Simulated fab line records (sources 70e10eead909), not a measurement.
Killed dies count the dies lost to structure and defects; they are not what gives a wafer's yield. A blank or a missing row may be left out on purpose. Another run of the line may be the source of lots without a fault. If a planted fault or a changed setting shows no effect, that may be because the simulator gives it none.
fab line records + flow nandHarc
record:
- lots: 14
- wafers: 42
- lastDay: 33
route steps=1302 shown A_M1@1201 A_BONDPAD@1202
lots that met no fault: taken from a fault-free run of the same line
startH: start of the lot's first displayed wafer, in hours after the record's first day + waitH: how many hours have passed since the lot's step before this one + " as in the row above + L1.1+2: a single row standing in for several wafers + - value missing, or start not given + * or withheld: withheld + < > ~ a bound
route shown NAME@n: names a module that has steps shown in the file, with the first one's number in the route + usual: average and standard deviation across the fault-free wafers + same: alike in all rows + chamber/n: place in a boat + sites: per-site readings + _std_site: standard deviation across them + _edge_site: inner sites' mean taken away from outer sites' mean + radiusMm: for every site, how far away it sits from the centre of the wafer + mask NAME#n: copy n + behind: tool/chamber where the wafer was last shaped + hold: why the lot was held/for how many hours/how that ended + device: whichever transistor did not switch (one of n, p or np) + end of line: the route-end tests of the same wafers + a step given without rows: its recipe and nothing more + killed: count of dies lost to structure and defects at first sort (not the wafer's yield) + map: a wafer's dies, marking killed ones x, the rest . and places with no die _
set.NAME: the setting the step ran with; set.NAME@STEP: the setting that earlier step ran with + model.NAME: the simulator's own value behind a step, which no gauge read
route steps across a sampled set of lots; one table per step, one row per wafer
services: the hour from which a tool's chamber was out of use, counted from the record's first day as startH (under 0 if before that day), plus the number of hours and why
== steps ==
step: NHARC_A_M1_DEP_33
recipe:
- targetThkA: 300
- tempC: 370
- targetThkNm: 30
- pressureTorr: 3
- flowSccm: 200
- rfW: 450
- material: SiCN
usual:
- heaterPowerW: 571/100
- rfFwdPowerW: 449.3/1.4
| lot.wafer | tool     | chamber | startH | waitH | heaterPowerW | rfFwdPowerW |
|-----------|----------|---------|--------|-------|--------------|-------------|
| L669.1    | pecvd-01 | 0       | 536.02 | 0.1   | 632          | 451.4       |
| L669.6    | "        | 1       | "      | "     | 558          | 445.7       |
| L669.5    | "        | 2       | "      | "     | 582          | 447.3       |
| L674.2    | pecvd-04 | 1       | 566.23 | 0.1   | 453          | 445.6       |
| L674.1    | "        | 2       | "      | "     | 511          | 446.7       |
| L674.5    | "        | 0       | "      | "     | 693          | 450.0       |
| L673.1    | pecvd-03 | 2       | 568.93 | 0.1   | 395          | 452.0       |
| L673.5    | "        | 0       | "      | "     | 837          | 447.0       |
| L673.4    | "        | 1       | "      | "     | 561          | 448.4       |
| L675.2    | pecvd-04 | 2       | 583.10 | 0.1   | 459          | 447.6       |
| L675.3    | "        | 1       | "      | "     | 529          | 448.9       |
| L675.4    | "        | 1       | "      | "     | 532          | 449.1       |
| L677.4    | pecvd-03 | 1       | 614.01 | 0.2   | 627          | 448.8       |
| L677.6    | "        | 2       | "      | "     | 377          | 447.9       |
| L677.5    | "        | 0       | "      | "     | 684          | 448.8       |
| L678.1    | pecvd-04 | 1       | 618.87 | 0.1   | 549          | 449.3       |
| L678.2    | "        | 2       | "      | "     | 551          | 451.1       |
| L678.5    | "        | 2       | "      | "     | 545          | 448.6       |
| L679.3    | pecvd-03 | 0       | 632.44 | 0.1   | 760          | 450.2       |
| L679.2    | "        | 1       | "      | "     | 660          | 448.5       |
| L679.6    | "        | 0       | "      | "     | 741          | 449.8       |
| L682.3    | pecvd-01 | 2       | 637.58 | 0.1   | 541          | 450.2       |
| L682.4    | "        | 1       | "      | "     | 590          | 449.2       |
| L682.5    | "        | 0       | "      | "     | 609          | 452.6       |
| L681.3    | pecvd-03 | 1       | 639.23 | 0.1   | 561          | 450.2       |
| L681.6    | "        | 2       | "      | "     | 357          | 451.9       |
| L681.5    | "        | 0       | "      | "     | 770          | 449.6       |
| L680.4    | pecvd-04 | 1       | 647.17 | 0.2   | 439          | 453.5       |
| L680.5    | "        | 0       | "      | "     | 670          | 448.5       |
| L680.6    | "        | 1       | "      | "     | 447          | 451.8       |
| L690.1    | pecvd-01 | 2       | 728.01 | 0.1   | 524          | 446.5       |
| L690.2    | "        | 1       | "      | "     | 494          | 448.5       |
| L690.4    | "        | 0       | "      | "     | 602          | 447.5       |
| L689.5    | pecvd-01 | 1       | 731.29 | 0.2   | 508          | 449.5       |
| L689.6    | "        | 2       | "      | "     | 542          | 448.4       |
| L689.4    | "        | 0       | "      | "     | 535          | 448.5       |
| L691.3    | pecvd-01 | 2       | 748.79 | 0.1   | 558          | 451.7       |
| L691.4    | "        | 1       | "      | "     | 560          | 449.2       |
| L691.5    | "        | 2       | "      | "     | 574          | 451.7       |
| L692.6    | pecvd-04 | 0       | 750.02 | 0.2   | 604          | 451.1       |
| L692.4    | "        | 1       | "      | "     | 518          | 450.4       |
| L692.5    | "        | 2       | "      | "     | 520          | 449.4       |
step: NHARC_A_BONDPAD_DEP_00
recipe:
- targetThkA: 2500
- tempC: 370
- targetThkNm: 250
- pressureTorr: 3
- flowSccm: 200
- rfW: 450
- material: SiCN
usual:
- heaterPowerW: 539/79
- rfFwdPowerW: 449.3/1.5
| lot.wafer | tool     | chamber | startH | waitH | heaterPowerW | rfFwdPowerW |
|-----------|----------|---------|--------|-------|--------------|-------------|
| L669.1    | pecvd-02 | 2       | 536.57 | -     | 454          | 448.5       |
| L669.6    | "        | 2       | "      | "     | 481          | 446.4       |
| L669.5    | "        | 0       | "      | "     | 441          | 452.7       |
| L674.1    | pecvd-01 | 0       | 566.85 | -     | 554          | 444.7       |
| L674.2    | "        | 1       | "      | "     | 531          | 449.8       |
| L674.5    | "        | 2       | "      | "     | 467          | 449.7       |
| L673.1    | pecvd-04 | 0       | 569.44 | -     | 620          | 451.7       |
| L673.4    | "        | 2       | "      | "     | 513          | 450.7       |
| L673.5    | "        | 0       | "      | "     | 617          | 449.0       |
| L675.3    | pecvd-02 | 0       | 583.65 | -     | 477          | 448.9       |
| L675.2    | "        | 2       | "      | "     | 497          | 449.0       |
| L675.4    | "        | 0       | "      | "     | 474          | 447.8       |
| L677.6    | pecvd-04 | 0       | 614.57 | -     | 713          | 449.8       |
| L677.4    | "        | 1       | "      | "     | 547          | 449.0       |
| L677.5    | "        | 2       | "      | "     | 538          | 448.5       |
| L678.1    | pecvd-01 | 1       | 619.42 | -     | 588          | 448.9       |
| L678.2    | "        | 2       | "      | "     | 503          | 448.6       |
| L678.5    | "        | 1       | "      | "     | 583          | 449.6       |
| L679.2    | pecvd-02 | 0       | 632.96 | -     | 482          | 448.6       |
| L679.3    | "        | 2       | "      | "     | 444          | 449.4       |
| L679.6    | "        | 0       | "      | "     | 386          | 450.6       |
| L682.3    | pecvd-02 | 0       | 638.12 | -     | 471          | 448.7       |
| L682.4    | "        | 0       | "      | "     | 479          | 448.8       |
| L682.5    | "        | 1       | "      | "     | 614          | 449.2       |
| L681.3    | pecvd-02 | 1       | 639.75 | -     | 605          | 447.6       |
| L681.6    | "        | 0       | "      | "     | 433          | 449.5       |
| L681.5    | "        | 1       | "      | "     | 607          | 447.6       |
| L680.4    | pecvd-04 | 0       | 647.87 | -     | 730          | 450.3       |
| L680.5    | "        | 1       | "      | "     | 511          | 447.9       |
| L680.6    | "        | 0       | "      | "     | 585          | 449.5       |
| L690.2    | pecvd-02 | 0       | 728.60 | -     | 476          | 449.0       |
| L690.1    | "        | 1       | "      | "     | 656          | 449.4       |
| L690.4    | "        | 2       | "      | "     | 542          | 450.9       |
| L689.5    | pecvd-04 | 1       | 731.85 | -     | 455          | 447.4       |
| L689.6    | "        | 2       | "      | "     | 506          | 449.0       |
| L689.4    | "        | 0       | "      | "     | 582          | 450.8       |
| L691.3    | pecvd-04 | 1       | 749.30 | -     | 470          | 447.8       |
| L691.4    | "        | 0       | "      | "     | 696          | 447.6       |
| L691.5    | "        | 2       | "      | "     | 496          | 450.6       |
| L692.6    | pecvd-01 | 2       | 750.58 | -     | 522          | 448.3       |
| L692.4    | "        | 0       | "      | "     | 599          | 449.4       |
| L692.5    | "        | 1       | "      | "     | 547          | 447.1       |
step: NHARC_A_BONDPAD_DESCUM_11
recipe:
- timeS: 3
- o2FlowSccm: 200
- arFlowSccm: 0
- biasPowerW: 0
- chemistry: O2
usual:
- drypumpMotorCurrentA: 5.8/0.56
- oesProductAu: 1.003/0.012
- rfVppV: 57.6/0.89
- showerheadPlenumPTorr: 1.86/0.086
- throttleValvePct: 11.310/0.0092
same:
- timeS: 3
| lot.wafer | tool       | chamber | startH | waitH | drypumpMotorCurrentA | oesProductAu | rfHoursCounterH | rfVppV | showerheadPlenumPTorr | throttleValvePct |
|-----------|------------|---------|--------|-------|----------------------|--------------|-----------------|--------|-----------------------|------------------|
| L669.1    | rieDiel-10 | 1       | 538.17 | -     | 6.0                  | 1.000        | 17              | 57.9   | 1.96                  | 11.306           |
| L669.6    | "          | 2       | "      | "     | 6.5                  | 0.994        | -               | 57.4   | 1.80                  | 11.306           |
| L669.5    | "          | 3       | "      | "     | 6.6                  | 0.999        | -               | 56.8   | 1.81                  | 11.297           |
| L674.2    | rieDiel-13 | 0       | 568.24 | -     | 5.3                  | 1.016        | 1               | 58.6   | 1.79                  | 11.318           |
| L674.1    | "          | 1       | "      | "     | 5.2                  | 1.005        | 2               | 56.7   | 1.80                  | 11.296           |
| L674.5    | "          | 0       | "      | "     | 5.3                  | 1.014        | -               | 57.5   | 1.79                  | 11.304           |
| L673.4    | rieDiel-11 | 3       | 570.72 | -     | 6.5                  | 0.995        | 43              | 59.4   | 2.04                  | 11.298           |
| L673.1    | "          | 0       | "      | "     | 5.8                  | 0.988        | 43              | 57.6   | 1.91                  | 11.307           |
| L673.5    | "          | 0       | "      | "     | 5.8                  | 0.992        | -               | 57.0   | 1.91                  | 11.306           |
| L675.3    | rieDiel-13 | 1       | 585.09 | -     | 5.3                  | 1.002        | 2               | 55.9   | 1.80                  | 11.314           |
| L675.2    | "          | 3       | "      | "     | 5.4                  | 1.002        | 2               | 58.3   | 1.87                  | 11.319           |
| L675.4    | "          | 0       | "      | "     | 5.3                  | 1.018        | 2               | 58.0   | 1.79                  | 11.305           |
| L677.4    | rieDiel-10 | 1       | 615.76 | -     | 6.0                  | 1.008        | 3               | 59.2   | 1.96                  | 11.325           |
| L677.5    | "          | 3       | "      | "     | 6.6                  | 0.976        | -               | 57.4   | 1.81                  | 11.304           |
| L677.6    | "          | 0       | "      | "     | 6.1                  | 1.012        | -               | 58.2   | 2.02                  | 11.299           |
| L678.1    | rieDiel-13 | 1       | 620.82 | -     | 5.3                  | 0.995        | 4               | 58.2   | 1.80                  | 11.297           |
| L678.2    | "          | 3       | "      | "     | 5.3                  | 1.001        | 3               | 58.6   | 1.87                  | 11.308           |
| L678.5    | "          | 0       | "      | "     | 5.4                  | 1.029        | -               | 57.6   | 1.79                  | 11.316           |
| L679.2    | rieDiel-13 | 3       | 634.40 | -     | 5.4                  | 1.012        | 4               | 58.0   | 1.87                  | 11.310           |
| L679.3    | "          | 1       | "      | "     | 5.2                  | 1.006        | 5               | 57.8   | 1.80                  | 11.321           |
| L679.6    | "          | 0       | "      | "     | 5.3                  | 1.017        | -               | 57.2   | 1.79                  | 11.314           |
| L682.4    | rieDiel-10 | 2       | 639.61 | -     | 6.5                  | 0.998        | 8               | 58.4   | 1.79                  | 11.308           |
| L682.3    | "          | 0       | "      | "     | 6.1                  | 0.997        | 8               | 56.9   | 2.02                  | 11.307           |
| L682.5    | "          | 1       | "      | "     | 6.0                  | 1.007        | -               | 57.6   | 1.96                  | 11.318           |
| L681.3    | rieDiel-13 | 1       | 641.02 | -     | 5.3                  | 1.000        | 5               | 56.7   | 1.80                  | 11.323           |
| L681.5    | "          | 0       | "      | "     | 5.3                  | 1.005        | -               | 58.5   | 1.79                  | 11.319           |
| L681.6    | "          | 1       | "      | "     | 5.3                  | 1.002        | -               | 56.6   | 1.80                  | 11.295           |
| L680.4    | rieDiel-13 | 3       | 649.12 | -     | 5.3                  | 1.013        | 4               | 57.5   | 1.87                  | 11.323           |
| L680.5    | "          | 2       | "      | "     | 5.0                  | 1.009        | -               | 57.1   | 1.79                  | 11.315           |
| L680.6    | "          | 3       | "      | "     | 5.3                  | 1.004        | -               | 57.6   | 1.87                  | 11.310           |
| L690.4    | rieDiel-10 | 1       | 729.86 | -     | 6.0                  | 1.009        | 20              | 59.4   | 1.95                  | 11.315           |
| L690.1    | "          | 2       | "      | "     | 6.5                  | 0.988        | 20              | 56.2   | 1.79                  | 11.310           |
| L690.2    | "          | 0       | "      | "     | 6.1                  | 1.002        | 20              | 59.5   | 2.01                  | 11.299           |
| L689.4    | rieDiel-10 | 0       | 733.17 | -     | 6.1                  | 0.997        | 21              | 59.0   | 2.01                  | 11.316           |
| L689.6    | "          | 2       | "      | "     | 6.5                  | 0.991        | -               | 58.5   | 1.79                  | 11.309           |
| L689.5    | "          | 3       | "      | "     | 6.5                  | 0.989        | -               | 56.4   | 1.80                  | 11.302           |
| L691.4    | rieDiel-10 | 3       | 750.73 | -     | 6.6                  | 0.993        | 21              | 57.4   | 1.80                  | 11.315           |
| L691.3    | "          | 0       | "      | "     | 6.1                  | 0.993        | 22              | 58.5   | 2.01                  | 11.297           |
| L691.5    | "          | 2       | "      | "     | 6.5                  | 0.988        | -               | 55.9   | 1.79                  | 11.315           |
| L692.4    | rieDiel-10 | 1       | 751.88 | -     | 6.0                  | 1.017        | 22              | 56.5   | 1.95                  | 11.312           |
| L692.5    | "          | 1       | "      | "     | 6.0                  | 1.010        | -               | 58.8   | 1.95                  | 11.302           |
| L692.6    | "          | 2       | "      | "     | 6.5                  | 0.993        | -               | 57.1   | 1.79                  | 11.304           |
step: NHARC_A_BONDPAD_ETCH_12
recipe:
- targetDepthA: 2200
- timeS: 110
- chf3FlowSccm: 50
- o2FlowSccm: 10
- arFlowSccm: 200
- rfW: 500
- biasW: 200
- chemistry: CHF3/O2
usual:
- drypumpMotorCurrentA: 5.8/0.56
- oesProductAu: 0.947/0.026
- rfFwdPowerW: 496.4/1.8
- rfVppV: 369.1/2.5
- runLengthS: 131.1/0.44
- showerheadPlenumPTorr: 2.34/0.1
- throttleValvePct: 20.573/0.0084
| lot.wafer | tool       | chamber | startH | waitH | drypumpMotorCurrentA | oesProductAu | rfFwdPowerW | rfHoursCounterH | rfVppV | runLengthS | showerheadPlenumPTorr | throttleValvePct |
|-----------|------------|---------|--------|-------|----------------------|--------------|-------------|-----------------|--------|------------|-----------------------|------------------|
| L669.1    | rieDiel-10 | 2       | 538.32 | -     | 6.5                  | 0.919        | 497.0       | 18              | 368.7  | 131.3      | 2.26                  | 20.565           |
| L669.6    | "          | 2       | "      | "     | 6.5                  | 0.921        | 498.8       | -               | 366.6  | 131.8      | 2.26                  | 20.567           |
| L669.5    | "          | 3       | "      | "     | 6.6                  | 0.918        | 495.7       | -               | 369.2  | 131.8      | 2.28                  | 20.582           |
| L674.1    | rieDiel-13 | 1       | 568.42 | -     | 5.3                  | 0.958        | 494.3       | 2               | 367.3  | 131.7      | 2.27                  | 20.592           |
| L674.2    | "          | 0       | "      | "     | 5.3                  | 0.976        | 497.1       | 1               | 368.4  | 131.1      | 2.26                  | 20.572           |
| L674.5    | "          | 1       | "      | "     | 5.3                  | 0.951        | 493.5       | -               | 368.0  | 131.3      | 2.27                  | 20.586           |
| L673.4    | rieDiel-11 | 3       | 570.89 | -     | 6.5                  | 0.922        | 497.9       | 43              | 373.6  | 130.9      | 2.56                  | 20.574           |
| L673.1    | "          | 2       | "      | "     | 5.6                  | 0.934        | 493.6       | 42              | 367.7  | 131.7      | 2.22                  | 20.585           |
| L673.5    | "          | 3       | "      | "     | 6.5                  | 0.919        | 498.9       | -               | 374.3  | 130.9      | 2.56                  | 20.561           |
| L675.2    | rieDiel-13 | 1       | 585.26 | -     | 5.3                  | 0.944        | 494.6       | 2               | 367.3  | 131.5      | 2.27                  | 20.572           |
| L675.3    | "          | 3       | "      | "     | 5.3                  | 0.974        | 498.2       | 2               | 369.3  | 130.7      | 2.35                  | 20.571           |
| L675.4    | "          | 0       | "      | "     | 5.4                  | 0.971        | 495.1       | 2               | 367.3  | 131.1      | 2.26                  | 20.579           |
| L677.4    | rieDiel-10 | 0       | 615.92 | -     | 6.1                  | 0.969        | 496.0       | 4               | 373.2  | 130.9      | 2.53                  | 20.574           |
| L677.5    | "          | 0       | "      | "     | 6.1                  | 0.965        | 495.7       | -               | 373.3  | 130.8      | 2.53                  | 20.562           |
| L677.6    | "          | 1       | "      | "     | 6.0                  | 0.986        | 497.7       | -               | 372.7  | 130.8      | 2.45                  | 20.586           |
| L678.2    | rieDiel-13 | 0       | 620.99 | -     | 5.3                  | 0.972        | 496.8       | 3               | 368.0  | 131.1      | 2.26                  | 20.572           |
| L678.1    | "          | 2       | "      | "     | 5.0                  | 0.985        | 498.5       | 3               | 365.5  | 130.1      | 2.26                  | 20.556           |
| L678.5    | "          | 0       | "      | "     | 5.4                  | 0.974        | 499.3       | -               | 365.7  | 131.1      | 2.26                  | 20.573           |
| L679.2    | rieDiel-13 | 3       | 634.58 | -     | 5.3                  | 0.977        | 498.3       | 4               | 368.8  | 131.1      | 2.34                  | 20.573           |
| L679.3    | "          | 1       | "      | "     | 5.3                  | 0.961        | 495.2       | 5               | 365.5  | 131.5      | 2.27                  | 20.582           |
| L679.6    | "          | 3       | "      | "     | 5.3                  | 0.984        | 498.3       | -               | 369.7  | 130.7      | 2.34                  | 20.574           |
| L682.4    | rieDiel-10 | 0       | 639.78 | -     | 6.1                  | 0.919        | 494.9       | 8               | 373.0  | 130.7      | 2.52                  | 20.578           |
| L682.3    | "          | 1       | "      | "     | 6.0                  | 0.931        | 499.0       | 7               | 374.0  | 130.7      | 2.45                  | 20.563           |
| L682.5    | "          | 1       | "      | "     | 6.0                  | 0.919        | 496.0       | -               | 372.5  | 131.1      | 2.45                  | 20.571           |
| L681.3    | rieDiel-13 | 0       | 641.19 | -     | 5.3                  | 0.939        | -           | 5               | 367.7  | 122.5      | 2.26                  | 20.572           |
| L681.5    | "          | 0       | "      | "     | 5.3                  | 0.948        | -           | -               | 367.7  | 123.0      | 2.25                  | 20.583           |
| L681.6    | "          | 1       | "      | "     | 5.3                  | 0.922        | 494.8       | -               | 367.7  | 131.4      | 2.26                  | 20.585           |
| L680.4    | rieDiel-13 | 3       | 649.31 | -     | 5.3                  | 0.971        | 496.6       | 4               | 368.4  | 130.7      | 2.34                  | 20.558           |
| L680.5    | "          | 0       | "      | "     | 5.4                  | 0.988        | -           | -               | 367.0  | 122.9      | 2.25                  | 20.563           |
| L680.6    | "          | 1       | "      | "     | 5.3                  | 0.985        | 493.0       | -               | 366.7  | 131.9      | 2.27                  | 20.574           |
| L690.1    | rieDiel-10 | 0       | 730.05 | -     | 6.1                  | 0.926        | 494.9       | 20              | 373.3  | 131.2      | 2.52                  | 20.577           |
| L690.4    | "          | 1       | "      | "     | 6.0                  | 0.935        | 495.9       | 20              | 373.1  | 131.2      | 2.45                  | 20.566           |
| L690.2    | "          | 2       | "      | "     | 6.5                  | 0.913        | 495.7       | 20              | 368.0  | 131.6      | 2.25                  | 20.570           |
| L689.4    | rieDiel-10 | 2       | 733.34 | -     | 6.5                  | 0.914        | 498.4       | 21              | 367.8  | 131.1      | 2.25                  | 20.578           |
| L689.6    | "          | 1       | "      | "     | 6.0                  | 0.921        | 495.6       | -               | 371.7  | 131.0      | 2.45                  | 20.582           |
| L689.5    | "          | 2       | "      | "     | 6.5                  | 0.913        | 497.0       | -               | 367.8  | 131.3      | 2.25                  | 20.576           |
| L691.4    | rieDiel-10 | 3       | 750.89 | -     | 6.6                  | 0.911        | 496.0       | 21              | 367.6  | 131.2      | 2.27                  | 20.570           |
| L691.3    | "          | 0       | "      | "     | 6.1                  | 0.906        | 494.6       | 22              | 373.0  | 130.7      | 2.52                  | 20.583           |
| L691.5    | "          | 3       | "      | "     | 6.6                  | 0.909        | 494.1       | -               | 366.2  | 131.4      | 2.27                  | 20.558           |
| L692.4    | rieDiel-10 | 2       | 752.05 | -     | 6.5                  | 0.945        | 497.9       | 23              | 366.6  | 131.3      | 2.25                  | 20.565           |
| L692.5    | "          | 2       | "      | "     | 6.5                  | 0.954        | 497.1       | -               | 366.1  | 131.3      | 2.25                  | 20.568           |
| L692.6    | "          | 3       | "      | "     | 6.5                  | 0.972        | 491.7       | -               | 366.7  | 131.2      | 2.27                  | 20.560           |
== services ==
| tool       | chamber | startH | hours | kind   |
|------------|---------|--------|-------|--------|
| pecvd-04   | -       | 517.48 | 0.6   | repair |
| rieDiel-13 | -       | 519.00 | 9.0   | pm     |
| pecvd-02   | 1       | 523.37 | 14.6  | repair |
| rieDiel-13 | 0       | 535.53 | 1.3   | repair |
| pecvd-03   | -       | 547.01 | 13.0  | pm     |
| pecvd-04   | -       | 572.33 | 1.0   | repair |
| rieDiel-10 | 3       | 584.32 | 14.6  | repair |
| pecvd-02   | -       | 589.47 | 13.0  | pm     |
| rieDiel-10 | -       | 596.77 | 9.0   | pm     |
| pecvd-04   | -       | 598.19 | 0.7   | repair |
| pecvd-04   | -       | 631.02 | 13.0  | pm     |
| rieDiel-10 | 3       | 632.89 | 4.0   | repair |
| pecvd-02   | 1       | 640.83 | 6.4   | repair |
| rieDiel-13 | 3       | 659.73 | 5.7   | repair |
| rieDiel-13 | 3       | 671.16 | 2.4   | repair |
| pecvd-01   | -       | 673.27 | 13.0  | pm     |
| rieDiel-13 | -       | 696.00 | 9.0   | pm     |
| pecvd-03   | -       | 704.44 | 0.2   | repair |
| rieDiel-13 | 2       | 705.68 | 5.1   | repair |
| pecvd-02   | 2       | 707.35 | 4.1   | repair |
| pecvd-03   | -       | 728.01 | 13.0  | pm     |
| pecvd-04   | -       | 730.86 | 0.4   | repair |
| pecvd-04   | -       | 750.24 | 1.7   | repair |
| rieDiel-13 | 1       | 750.57 | 4.8   | repair |
== key ==
firstSign:
- step: NHARC_A_BONDPAD_ETCH_12
- reading: runLengthS
- direction: down
- sigmas: 19
- usual: *
- struck: *
effect none on later readings
metAt NHARC_A_BONDPAD_ETCH_12
struckLots L680,L681
struckWafers L680.5,L681.3,L681.5
sortLeftOut L680.5,L681.3,L681.5
notActingAt NHARC_A_M1_DEP_33,NHARC_A_BONDPAD_DEP_00,NHARC_A_BONDPAD_DESCUM_11
onsetBetween 620.99 641.19
fault:
- kind: processParameterDrift
- tool: rieDiel-13
- chamber: 0
- onsetH: 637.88
- steps: NHARC_A_BONDPAD_ETCH_12
- channel: timeS
- offset: *
- shape: step
- endH: 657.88
- actsIn: *
- stated: *
sortLeftOut: the simulated sort isn't trusted on such a fault, so these wafers' sort isn't shown, and their yield isn't known
